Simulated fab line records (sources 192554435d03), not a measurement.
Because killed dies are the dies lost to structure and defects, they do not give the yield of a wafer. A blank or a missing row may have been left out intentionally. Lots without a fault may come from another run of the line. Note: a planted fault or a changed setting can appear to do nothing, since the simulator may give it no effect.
The tool behind it: which one? ; flow n5_finfet ; 11 lots with 31 wafers sampled at 2 steps, on a route of 1938 steps

WHAT THE GAUGES SHOWED, per wafer
N5_BEOL_M1_INSPECT_59: inspects for defects (darkfield).
lot;measured;on;raw_defect_count
L591;day 6 18:53;defect_inspect-02;52 86 72
L592;day 7 07:50;defect_inspect-02;57 54 40
L595;day 8 01:41;defect_inspect-02;91 47 28
L597;day 8 09:49;defect_inspect-01;94 86 85
L601;day 9 18:15;defect_inspect-01;82 93 182
L602;day 10 06:01;defect_inspect-01;44 64 101
L607;day 11 07:14;defect_inspect-02;66 98
L608;day 11 09:04;defect_inspect-01;57 108
L610;day 11 13:56;defect_inspect-01;142 69 92
L611;day 12 00:29;defect_inspect-01;63 85 70
L612;day 12 06:29;defect_inspect-01;57 49 50

WHICH TOOL RAN EACH LOT (tool, then ch and the chambers of the sampled wafers, then the start)
lot;N5_BEOL_M1_DEP_57
L591;pecvd-03 ch 1,2, day 6 18:48
L592;pecvd-04 ch 0,1, day 7 07:44
L595;pecvd-03 ch 0,1,2, day 8 01:36
L597;pecvd-01 ch 0,1,2, day 8 09:43
L601;pecvd-01 ch 0,2, day 9 18:08
L602;pecvd-03 ch 0,1,2, day 10 05:56
L607;pecvd-01 ch 1,2, day 11 07:08
L608;pecvd-03 ch 0,1, day 11 08:59
L610;pecvd-04 ch 1,2, day 11 13:50
L611;pecvd-03 ch 0,2, day 12 00:22
L612;pecvd-03 ch 0,1, day 12 06:23
- N5_BEOL_M1_DEP_57: deposits SiCN from 3MS/NH3, target thk 8 nm, time 14 s.

THE ANSWER, worked out from the rows above alone
Rule: the lots themselves supply what counts as usual. The widest of any qualifying gaps counts: lots, ordered by their means at a reading, are off when they make up no more than a third of the lots, leave a main group of 4 or more, and stand apart from it by 3 or more times the standard deviation of that group's means. Not used: any main group whose means are identical at the precision the tables above print for the reading. Also off: a lot with no number at a reading for which 4 or more lots have one. Any other lot the step has rows for is counted as sound.
No lot is off on any of the readings shown, so nothing can be concluded from this.

WHAT THE SIMULATOR HAD PUT IN
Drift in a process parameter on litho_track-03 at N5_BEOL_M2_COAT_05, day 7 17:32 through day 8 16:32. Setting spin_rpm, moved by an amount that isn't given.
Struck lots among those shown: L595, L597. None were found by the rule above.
